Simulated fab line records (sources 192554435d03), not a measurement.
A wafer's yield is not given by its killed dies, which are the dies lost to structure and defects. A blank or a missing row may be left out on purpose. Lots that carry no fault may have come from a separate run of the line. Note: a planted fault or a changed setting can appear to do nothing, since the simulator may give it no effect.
Split-lot experiment ; flow n5 finfet ; on a route of 1938 steps: 7 lots, 39 wafers read

== THE SPLIT ==
At N5_BEOL_M12_ILD_DEP_00 (deposits SiOC from DEMS/O2, target thk 658.92 nm, time 130.7 s), the setting target thk a was moved away from the recipe's 6589.2 angstrom on 15 of the 39 wafers read, by -46.0% to +46.6%. The other wafers ran this setting at the recipe's value.

== FROM THE SPLIT TO THE READING: what the file shows between them, 6 steps ==
- N5_BEOL_M12_THK_MEAS_01
- N5_BEOL_M12_COAT_58: time 60 s, resist thk 89 nm
- N5_BEOL_M12_COAT_04: resist thk 400 nm
- N5_BEOL_M12_DESCUM_15: chemistry O2, time 7.9 s
- N5_BEOL_M12_ETCH_59: etches BARC in N2/H2, target depth 89 nm, overetch 26.7 nm, time 67.9 s
- N5_BEOL_M12_VIA_ETCH_16: etches SiOC in C4F8/O2/Ar, target depth 724.8 nm

== THE READING ==
oes product au, in a.u., at N5_BEOL_M12_STRIP_63 (strips in N2/H2). A value of 0.692 a.u. with a standard deviation of 0.0044 a.u. is what fault-free wafers of this fab line usually give.

wafer;tool, chamber at the split;target thk a as run, angstrom;against the recipe;oes product au, a.u.;against lot-mates on the recipe
L074.1;pecvd-04, 0;6589.2;recipe;0.701;-
L074.2;pecvd-04, 1;3561;-46.0%;0.814;+0.116
L074.3;pecvd-04, 2;6589.2;recipe;0.697;-
L074.4;pecvd-04, 2;6589.2;recipe;0.695;-
L074.5;pecvd-04, 1;3561;-46.0%;0.809;+0.111
L074.6;pecvd-04, 0;3561;-46.0%;0.803;+0.105
L078.1;pecvd-03, 2;6589.2;recipe;0.692;-
L078.2;pecvd-03, 1;7954;+20.7%;0.674;-0.019
L078.3;pecvd-03, 0;6589.2;recipe;0.694;-
L078.4;pecvd-03, 0;7954;+20.7%;0.679;-0.014
L078.5;pecvd-03, 1;7954;+20.7%;0.675;-0.018
L078.6;pecvd-03, 2;6589.2;recipe;0.693;-
L087.1;pecvd-04, 0;5135;-22.1%;0.707;+0.020
L087.2;pecvd-04, 1;5135;-22.1%;0.705;+0.018
L087.3;pecvd-04, 2;6589.2;recipe;0.691;-
L087.4;pecvd-04, 2;6589.2;recipe;0.688;-
L087.5;pecvd-04, 0;6589.2;recipe;0.683;-
L087.6;pecvd-04, 1;5135;-22.1%;0.705;+0.018
L090.1;pecvd-04, 0;6589.2;recipe;0.701;-
L090.2;pecvd-04, 1;6589.2;recipe;0.688;-
L090.6;pecvd-04, 1;6589.2;recipe;0.695;-
L091.1;pecvd-04, 1;4239;-35.7%;0.748;+0.052
L091.2;pecvd-04, 2;4239;-35.7%;0.746;+0.050
L091.3;pecvd-04, 0;6589.2;recipe;0.698;-
L091.4;pecvd-04, 1;6589.2;recipe;0.699;-
L091.5;pecvd-04, 2;4239;-35.7%;0.742;+0.046
L091.6;pecvd-04, 0;6589.2;recipe;0.690;-
L093.1;pecvd-03, 0;6589.2;recipe;0.696;-
L093.2;pecvd-03, 2;6589.2;recipe;0.693;-
L093.3;pecvd-03, 1;9661;+46.6%;0.644;-0.050
L093.4;pecvd-03, 2;6589.2;recipe;0.694;-
L093.5;pecvd-03, 0;9661;+46.6%;0.636;-0.058
L093.6;pecvd-03, 1;9661;+46.6%;0.640;-0.054
L095.1;pecvd-03, 1;6589.2;recipe;0.702;-
L095.2;pecvd-03, 0;6589.2;recipe;0.687;-
L095.3;pecvd-03, 2;6589.2;recipe;0.690;-
L095.4;pecvd-03, 1;6589.2;recipe;0.683;-
L095.5;pecvd-03, 2;6589.2;recipe;0.693;-
L095.6;pecvd-03, 0;6589.2;recipe;0.691;-

FIT RESULTS
A straight line over all 39 wafers: oes product au changes by -0.00157 a.u. for each +1% of target thk a; r = -0.91; the points scatter about the line by 0.016 a.u.
The same after taking each lot's own level away (the mean of its wafers on the recipe; 39 wafers): -0.00155 a.u. for each +1%; r = -0.93; scatter 0.014 a.u.
Per that fit: largest target thk a move, reading shift of 0.072 a.u.
Across the lots, their own levels run from 0.6873 to 0.6977 a.u., a range of 2.3 times the standard deviation given above.
Consequently the slope shifts little with the lot-to-lot level, the two slopes agreeing.
Check: with one of the wafers moved furthest among these (+46.6%) left out of the fit, the line predicts -0.0714 a.u. for it against its lot-mates. It came out at -0.0503 a.u. against them.

== OTHER SPLITS APPLIED TO THESE WAFERS ==
Note: prior to the reading, these wafers also went through further splits. Each is held against what the fit with the lots' levels taken away leaves over:
other split on the same wafers;wafers away from the commonest value;r with oes product au (lot level and that fit taken away)
N5_BEOL_M9_ETCH_62 target depth a;9;+0.48

== THE WHOLE CHAIN: every reading that the file lists as answering this split, in the file's order ==
step;what it does;reading;change (the file's fit);r (the file's)
N5_BEOL_M12_ILD_DEP_00;deposits SiOC from DEMS/O2, target thk 658.92 nm, time 130.7 s;SiOC_of_BEOL_M12_ILD_DEP_00.thk nm (the simulator's own value, which no gauge read);+6.6 nm for each +1% of the setting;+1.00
N5_BEOL_M12_THK_MEAS_01;;M12_ILD_THK;+6.6 for each +1% of the setting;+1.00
N5_BEOL_M12_VIA_ETCH_16;etches SiOC in C4F8/O2/Ar, target depth 724.8 nm;etch.depth nm (the simulator's own value, which no gauge read);+6.6 nm for each +1% of the setting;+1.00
N5_BEOL_M12_VIA_ETCH_16;etches SiOC in C4F8/O2/Ar, target depth 724.8 nm;coat_of_BEOL_M12_COAT_04.thk nm (the simulator's own value, which no gauge read);-1.94 nm for each +1% of the setting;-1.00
N5_BEOL_M12_STRIP_63;strips in N2/H2;oes product au;-0.00157 a.u. for each +1% of the setting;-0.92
N5_BEOL_M12_STRIP_63;strips in N2/H2;strip time to endpoint s;withheld for each +1% of the setting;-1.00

== THE FILE'S OWN FIT ==
oes product au changes by -0.00157 a.u. for each +1% of target thk a, r = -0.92.
